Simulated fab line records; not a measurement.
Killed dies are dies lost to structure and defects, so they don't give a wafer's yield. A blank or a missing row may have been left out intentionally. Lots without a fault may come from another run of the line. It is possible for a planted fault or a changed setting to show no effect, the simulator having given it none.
A struck lot beside a sound one	flow n5-finfet	39 steps out of a route of 1938
Sound: the wafers L882.2, L882.3, L882.6. Struck: wafers L889.3, L889.6. (L889.4 of the same lot was not struck and is left out.) The cause comes at the end.
For every step that has rows: the tool of each side, followed by ch and its chambers, followed by its first start. Under that, the readings that differ: sound wafers	struck wafers	difference of the means	sigmas: that difference in standard deviations of wafers without a fault.
alike: readings with means less than 2 such deviations apart, plus words and numbers identical on both sides. not compared: withheld readings, readings lacking a value on some wafer, bounds such as >300 that could conceal the same value, and numbers that have no deviation in the record and whose values overlap.
The two part at a step that has a row with sigmas, a row that says differs or no value, or rows on one side only. When numbers do not overlap yet have no deviation, they are printed without sigmas and do not part them. A reading missing from all wafers of one side parts the sides only when that side holds two or more wafers.

first, 11 steps without rows for these wafers: N5_BEOL_M1_STRIP_65 (strips in N2/H2); N5_BEOL_M1_STRIP_75 (strips in N2/H2); N5_BEOL_M1_STRIP_66 (strips in CF4); N5_BEOL_M1_HM_OPEN_17 (chemistry Cl2/BCl3, target TiN, target depth 20 nm, overetch 6 nm); N5_BEOL_M1_STRIP_19 (strips in O2); N5_BEOL_M1_COAT_67 (time 60 s, resist thk 60 nm); N5_BEOL_M1_COAT_68 (time 60 s, resist thk 12 nm); N5_BEOL_M1_COAT_76 (time 60 s, resist thk 5 nm); N5_BEOL_M1_COAT_22 (resist thk 30 nm); N5_BEOL_M1_EBR_24; N5_BEOL_M1_SOFTBAKE_23 (time 60 s).
N5_BEOL_M1_EXPOSE_25: exposes mask V0, defocus 5 nm, target cd 24 nm.
  sound on euv-scanner-01 ch 0, day 7 01:20; struck on euv-scanner-01 ch 0, day 8 17:08
  alike: mask
then, 2 steps without rows for these wafers: N5_BEOL_M1_PEB_26 (peb time 60 s); N5_BEOL_M1_DEVELOP_27 (develop time 30 s).
N5_BEOL_M1_CD_MEAS_28: target cd y 23.3 nm.
  sound on cd-sem-01 ch 0, day 7 01:28; struck on cd-sem-02 ch 0, day 8 17:16
reading	sound	struck	difference	sigmas
cd-nm (nm)	23.86 23.98 24.05	19.67 19.54	-4.36	-17
then, 8 steps without rows for these wafers: N5_BEOL_M1_DESCUM_33 (chemistry O2, time 7 s); N5_BEOL_M1_ETCH_77 (etches underlayer in N2/H2, target depth 6.5 nm, time 5.2 s); N5_BEOL_M1_ETCH_69 (etches SiARC in CF4, target depth 15.6 nm, time 26 s); N5_BEOL_M1_ALD_98 (deposits SiO2, target thk 2.5 nm, pulse time 1 s, co reactant pulse time 1 s); N5_BEOL_M1_ETCHBACK_99 (etches SiO2 in CHF3, target depth 5 nm, time 10.4 s); N5_BEOL_M1_ETCH_70 (etches SOC in N2/H2, target depth 80 nm, overetch 16 nm, time 120 s); N5_BEOL_M1_STRIP_71 (strips in N2/H2); N5_BEOL_M1_STRIP_78 (strips in N2/H2).
N5_BEOL_M1_VIA_ETCH_34: etches the open film in C4F6/O2, target depth 67.8 nm, time 64.4 s.
  sound on rie-diel-05 ch 0,1,2, day 7 05:47; struck on rie-diel-02 ch 0,2, day 8 19:07
reading	sound	struck	difference	sigmas
model.BEOL_M1.cd-nm (nm)	18.4 18 18.2	14 13.8	-4	
  alike: bias-w, drypump-motor-current-A, oes-product-au, rf-vpp-V, showerhead-plenum-p-Torr, throttle-valve-pct
  not compared: rf-hours-counter-h
then, 13 steps without rows for these wafers: N5_BEOL_M1_STRIP_83 (strips in C4F6/O2); N5_BEOL_M1_STRIP_36 (strips in N2/H2); N5_BEOL_M1_TRENCH_ETCH_37 (etches SiOC in C4F6/O2, target depth 55.207 nm, time 29 s); N5_BEOL_M1_ETCH_41 (etches SiCN in CH3F/O2, target depth 31.9 nm, time 57.8 s); N5_BEOL_M1_STRIP_97 (strips in N2/H2, time 10 s); N5_BEOL_M1_HM_STRIP_39 (strips TiN in peroxide tin strip, target depth 25 nm, time 158 s); N5_BEOL_M1_SRD_40 (time 30 s); N5_BEOL_M1_PRECLEAN_42 (cleans in residue remover, time 60 s); N5_BEOL_M1_SRD_43 (time 30 s); N5_BEOL_M1_DEGAS_44 (time 60 s); N5_BEOL_M1_PRE_CLEAN_45 (time 30 s); N5_BEOL_M1_ALD_84 (deposits TaN, pulse time 2 s, purge time 3 s, co reactant purge time 2 s); N5_BEOL_M1_SURFACE_TREAT_85.
N5_BEOL_M4_RC_MEAS_101:
  the record has rows for the sound wafers here (prober-02 ch 0, day 9 04:14) and none for the struck ones
-- record jumps: 6 days separate the struck wafers' starts on either side; left off in module BEOL_M4, taken up again in module PASSIVATION, whose first shown step is the route's number 1936 --
N5_PASSIVATION_PROBE_49:
  sound on prober-01 at day 13 09:22; struck on prober-02 at day 14 21:40
reading	sound	struck	difference	sigmas
defect-limited-yield (%)	89.9 91.2 91.0	7.9 2.5	-85.5	-61
killed_at_M0_to_M3	33 34 48	1047 1115	+1043	+99 or more
killed-at-front-end	51 44 40	23 20	-24	-2
killed-dies	119 104 106	1087 1151	+1009	+59
killed-on-rim	19 16 17	125 143	+117	+30
sort_bin_5_function (%)	5.8 5.3 5.6	88.8 95.2	+86.4	+86
sort-n-pass	1061 1076 1074	93 29	-1009	-59
sort-yield-pct (%)	89.9 91.2 91.0	7.9 2.5	-85.5	-61
  alike: killed_at_M4_up, killed-at-contacts, killed-at-other, killed-open, killed-short, sort_bin_6_memory, sort_bin_8_speed

## WHERE THEY PART
Last at N5_PASSIVATION_PROBE_49 as far as this record goes, first at N5_BEOL_M1_CD_MEAS_28.

WHY: what had been put in by the simulator
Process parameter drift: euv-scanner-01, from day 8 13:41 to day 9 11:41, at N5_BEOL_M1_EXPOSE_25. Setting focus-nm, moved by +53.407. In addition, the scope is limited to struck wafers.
